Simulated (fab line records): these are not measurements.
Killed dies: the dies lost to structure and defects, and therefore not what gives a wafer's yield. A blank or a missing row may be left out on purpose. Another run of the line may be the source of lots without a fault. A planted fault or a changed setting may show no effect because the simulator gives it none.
A lot that was struck, set against a sound lot :: flow n5-finfet :: 40 steps out of a route of 1938
Sound: these wafers, L843.1, L843.2, L843.5. Struck: wafers L841.1, L841.5. (L841.4 of the same lot was not struck and is left out.) The cause comes at the end.
Each step with rows lists, per side, the tool, then ch with its chambers, then its first start. Under that, the readings that differ: sound wafers :: struck wafers :: difference of the means :: sigmas: that difference in standard deviations of wafers without a fault.
alike: same words and numbers on both sides, and readings whose means sit less than 2 such deviations apart. not compared: any withheld reading, any reading some wafer has no value for, any bound like >300 that may hide the same value, and any number with overlapping values for which the record gives no deviation.
The two part at a step that has a row with sigmas, a row that says differs or no value, or rows on one side only. Non-overlapping numbers with no deviation appear without sigmas and do not part them. A reading missing from all wafers of one side parts the sides only when that side holds two or more wafers.

first, 9 steps without rows for these wafers: N5_FIN_SAQP_PRECLEAN_42 (cleans in O3/DIW, time 60 s); N5_FIN_SAQP_PRECLEAN_00 (cleans in SC1, time 60 s); N5_FIN_SAQP_PRECLEAN_44 (cleans in SC2, time 45 s); N5_FIN_SAQP_SRD_01 (time 30 s); N5_FIN_SAQP_ALD_61 (deposits SiO2, target thk 4 nm, pulse time 1 s, purge time 2 s); N5_FIN_SAQP_DENSIFY_62 (time 60 s); N5_FIN_SAQP_HM_DEP_03 (deposits SiNx from SiH4/NH3/N2, target thk 38 nm, time 33.6 s); N5_FIN_SAQP_PECVD_47 (deposits a-Si from SiH4/He, target thk 45 nm, time 36.3 s); N5_FIN_SAQP_PECVD_48 (deposits SiNx from SiH4/NH3/N2, target thk 25 nm, time 22.1 s).
N5_FIN_SAQP_PECVD_06: deposits a-Si from SiH4/He, target thk 60 nm, time 48.1 s.
  sound on pecvd-03 ch 0,2, day 7 15:49; struck on pecvd-02 ch 2, day 7 03:44
reading: heater-power-w (W)
sound: 693 810 705
struck: 931 953
difference: +206
sigmas: +3

reading: throttle-valve-pct (%)
sound: 17.9 17.6 17.8
struck: 16.4 16.7
difference: -1.2
sigmas: -2
  alike: showerhead-plenum-p-Torr
then, 9 steps without rows for these wafers: N5_FIN_SAQP_HM_DEP_72 (deposits SiO2 from SiH4/N2O, target thk 12 nm, time 7.2 s); N5_FIN_SAQP_COAT_49 (time 60 s, resist thk 100 nm); N5_FIN_SAQP_COAT_50 (time 60 s, resist thk 35 nm); N5_FIN_SAQP_COAT_10 (resist thk 90 nm); N5_FIN_SAQP_EBR_12; N5_FIN_SAQP_SOFTBAKE_11 (time 60 s); N5_FIN_SAQP_EXPOSE_13 (exposes mask FIN CORE, target cd 35.6 nm); N5_FIN_SAQP_PEB_14 (peb time 60 s); N5_FIN_SAQP_DEVELOP_15 (develop time 30 s).
N5_FIN_SAQP_INSPECT_18: inspects for defects (brightfield).
  sound on defect-inspect-01 at day 7 16:28; struck on defect-inspect-02 at day 7 04:23
reading: raw-defect-count
sound: 398 461 665
struck: 1157 1242
difference: +692
sigmas: +6
then, 15 steps without rows for these wafers: N5_FIN_SAQP_DESCUM_21 (chemistry O2, time 7.9 s); N5_FIN_SAQP_ETCH_51 (etches SiARC in CF4, target depth 45.5 nm, time 75.8 s); N5_FIN_SAQP_ETCH_52 (etches SOC in N2/H2, target depth 100 nm, overetch 20 nm, time 150 s); N5_FIN_SAQP_STRIP_53 (strips in N2/H2); N5_FIN_SAQP_HM_OPEN_73 (chemistry CHF3/O2, target SiO2, stops on a-Si, target depth 12 nm, time 16.8 s); N5_FIN_SAQP_STRIP_74 (strips in CHF3/O2); N5_FIN_SAQP_MANDREL_ETCH_22 (etches a-Si in HBr/Cl2, stops on SiNx, target depth 60 nm, bt time 10 s, time 30 s); N5_FIN_SAQP_STRIP_55 (strips in N2/H2); N5_FIN_SAQP_STRIP_23 (strips in SPM, time 750 s); N5_FIN_SAQP_SRD_66 (time 30 s); N5_FIN_SAQP_RECESS_75 (chemistry HF/NH3, target SiO2, target depth 14.4 nm, afs cycles 3, sublimation time 60 s); N5_FIN_SAQP_SPACER1_ALD_24 (deposits SiO2, target thk 20.3 nm, pulse time 1 s, purge time 2 s); N5_FIN_SAQP_SPACER1_ETCHBACK_25 (etches SiO2 in CHF3/O2, target depth 24.4 nm, time 12.2 s); N5_FIN_SAQP_MANDREL1_REMOVE_56 (chemistry HBr/Cl2/O2, target a-Si, stops on SiNx, bt time 10 s); N5_FIN_SAQP_ETCH_57 (etches SiNx in CH3F/O2, target depth 32.5 nm, time 46.4 s).
N5_FIN_SAQP_INSPECT_40: inspects for defects (brightfield).
  sound on defect-inspect-01 at day 7 20:48; struck on defect-inspect-01 at day 7 09:18
reading: raw-defect-count
sound: 151 214 232
struck: 866 826
difference: +647
sigmas: +10
N5_FIN_CUT_INSPECT_10: inspects for defects (brightfield).
  sound on defect-inspect-01 at day 7 21:19; struck on defect-inspect-02 at day 7 09:42
reading: raw-defect-count
sound: 27 42 47
struck: 718 726
difference: +683
sigmas: +57
N5_FIN_CUT_INSPECT_17: inspects for defects (brightfield).
  sound on defect-inspect-01 at day 7 22:28; struck on defect-inspect-01 at day 7 10:52
reading: raw-defect-count
sound: 134 214 231
struck: 856 838
difference: +654
sigmas: +10
-- record jumps: 6 days separate the struck wafers' starts on either side; left off in module FIN_CUT, taken up again in module BEOL_M4, whose first shown step is the route's number 1111 --
N5_BEOL_M4_RC_MEAS_101:
  sound on prober-02 ch 0, day 13 15:05; struck on prober-02 ch 0, day 13 03:29
  alike: DIBL_N, DIBL_P, IOFF_N, IOFF_P, ION_N, ION_P, SS_N, SS_P, VT_N, VT_P
-- record jumps: 5 days separate the struck wafers' starts on either side; left off in module BEOL_M4, taken up again in module PASSIVATION, whose first shown step is the route's number 1936 --
N5_PASSIVATION_PROBE_49:
  the record has rows for the struck wafers here (prober-01, day 17 18:22) and none for the sound ones

== WHERE THEY PART ==
First at N5_FIN_SAQP_PECVD_06; last, within this record, at N5_PASSIVATION_PROBE_49.

WHY: what the simulator had put in
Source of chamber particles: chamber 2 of pecvd-02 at N5_FIN_SAQP_PECVD_06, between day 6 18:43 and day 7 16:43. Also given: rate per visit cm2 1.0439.
